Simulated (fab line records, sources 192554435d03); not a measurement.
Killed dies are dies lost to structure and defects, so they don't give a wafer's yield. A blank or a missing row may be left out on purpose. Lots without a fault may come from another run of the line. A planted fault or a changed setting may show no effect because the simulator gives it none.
Split-lot experiment | flow n5_finfet | 7 lots, 21 wafers read, on a route of 1938 steps

THE SPLIT
At N5_BEOL_M2_DESCUM_33 (chemistry O2, time 7 s), the setting time_s was moved away from the recipe's 7 s on 7 of the 21 wafers read, by -13.0% to +7.2%. The other wafers ran this setting at the recipe's value.

FROM THE SPLIT TO THE READING: what the file shows between them, 1 step
- N5_BEOL_M2_ETCH_77: etches underlayer in N2/H2, target depth 6.5 nm, time 5.2 s

THE READING
CAR-EUV_of_BEOL_M2_COAT_22.thk_nm (the simulator's own value, which no gauge read), in nm, at N5_BEOL_M2_ETCH_69 (etches SiARC in CF4, target depth 15.6 nm, time 26 s). The file gives no usual value for it. The 14 wafers here that ran the recipe average 11.2 nm, standard deviation 0.1 nm.

wafer  | tool, chamber at the split | time_s as run, s | against the recipe | CAR-EUV_of_BEOL_M2_COAT_22.thk_nm, nm | against lot-mates on the recipe
L076.1 | rie_diel-02, 2             | 7                | recipe             | 11.2                                  | -
L076.4 | rie_diel-02, 1             | 6.17             | -11.9%             | 11.6                                  | +0.4
L076.5 | rie_diel-02, 0             | 6.17             | -11.9%             | 11.8                                  | +0.6
L077.1 | rie_diel-02, 2,0,3         | 7                | recipe             | 11                                    | -
L077.2 | rie_diel-02, 2,0,3         | 7                | recipe             | 11.2                                  | -
L077.4 | rie_diel-02, 2,0,3         | 7                | recipe             | 11.2                                  | -
L079.3 | rie_diel-02, 3             | 7.502            | +7.2%              | 10.8                                  | -0.4
L079.4 | rie_diel-02, 2             | 7                | recipe             | 11.2                                  | -
L079.5 | rie_diel-02, 2             | 7                | recipe             | 11.2                                  | -
L089.2 | rie_diel-06, 0             | 7                | recipe             | 11.4                                  | -
L089.3 | rie_diel-06, 3,1           | 6.162            | -12.0%             | 11.8                                  | +0.4
L089.6 | rie_diel-06, 3,1           | 6.162            | -12.0%             | 11.6                                  | +0.2
L090.1 | rie_diel-02, 2             | 7.409            | +5.8%              | 10.8                                  | -0.3
L090.4 | rie_diel-02, 1             | 7                | recipe             | 11.2                                  | -
L090.5 | rie_diel-02, 1             | 7                | recipe             | 11                                    | -
L091.3 | rie_diel-06, 1             | 7                | recipe             | 11                                    | -
L091.5 | rie_diel-06, 3,2           | 7                | recipe             | 11.2                                  | -
L091.6 | rie_diel-06, 3,2           | 7                | recipe             | 11.2                                  | -
L093.1 | rie_diel-06, 0             | 7                | recipe             | 11.2                                  | -
L093.3 | rie_diel-06, 3             | 7                | recipe             | 11.2                                  | -
L093.2 | rie_diel-06, 1             | 6.092            | -13.0%             | 11.6                                  | +0.4
Where a row lists several chambers, the file gives one row for several wafers and doesn't say which wafer went through which chamber.

THE FIT
A straight line over all 21 wafers: CAR-EUV_of_BEOL_M2_COAT_22.thk_nm changes by -0.0441 nm for each +1% of time_s; r = -0.93; the points scatter about the line by 0.11 nm.
The same after taking each lot's own level away (the mean of its wafers on the recipe; 21 wafers): -0.0363 nm for each +1%; r = -0.92; scatter 0.098 nm.
On that fit, the largest move of time_s shifts the reading by 0.47 nm.
The lots' own levels span 11.10 to 11.40 nm, that is 2.9 times the standard deviation above.
So the lot-to-lot level changes the slope: the two fits differ.
Check: with one of the wafers moved furthest among these (-13.0%) left out of the fit, the line predicts +0.464 nm for it against its lot-mates. It came out at +0.4 nm against them.

OTHER SPLITS ON THESE WAFERS
These wafers also went through other splits before the reading. Each is held against what the fit with the lots' levels taken away leaves over:
other split on the same wafers       | wafers away from the commonest value | r with CAR-EUV_of_BEOL_M2_COAT_22.thk_nm (lot level and that fit taken away)
N5_MOL_CONTACT_COAG_COAT_63 spin_rpm | 10                                   | +0.02
N5_BEOL_M0_SAQP_PECVD_96 time_s      | 5                                    | -0.04
N5_BEOL_M0_SAQP_EXPOSE_11 dose_mj    | 10                                   | -0.48
N5_BEOL_M0_SAQP_ETCH_107 bias_w      | 6                                    | +0.34

THE WHOLE CHAIN: every reading that the file lists as answering this split, in the file's order
step                 | what it does                                                | reading                                                                            | change (the file's fit)                | r (the file's)
N5_BEOL_M2_DESCUM_33 | chemistry O2, time 7 s                                      | CAR-EUV_of_BEOL_M2_COAT_22.thk_nm (the simulator's own value, which no gauge read) | -0.0384 nm for each +1% of the setting | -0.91
N5_BEOL_M2_ETCH_77   | etches underlayer in N2/H2, target depth 6.5 nm, time 5.2 s | CAR-EUV_of_BEOL_M2_COAT_22.thk_nm (the simulator's own value, which no gauge read) | -0.0338 nm for each +1% of the setting | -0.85
N5_BEOL_M2_ETCH_69   | etches SiARC in CF4, target depth 15.6 nm, time 26 s        | CAR-EUV_of_BEOL_M2_COAT_22.thk_nm (the simulator's own value, which no gauge read) | -0.0359 nm for each +1% of the setting | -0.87

THE FILE'S OWN FIT
CAR-EUV_of_BEOL_M2_COAT_22.thk_nm changes by -0.0359 nm for each +1% of time_s, r = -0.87.
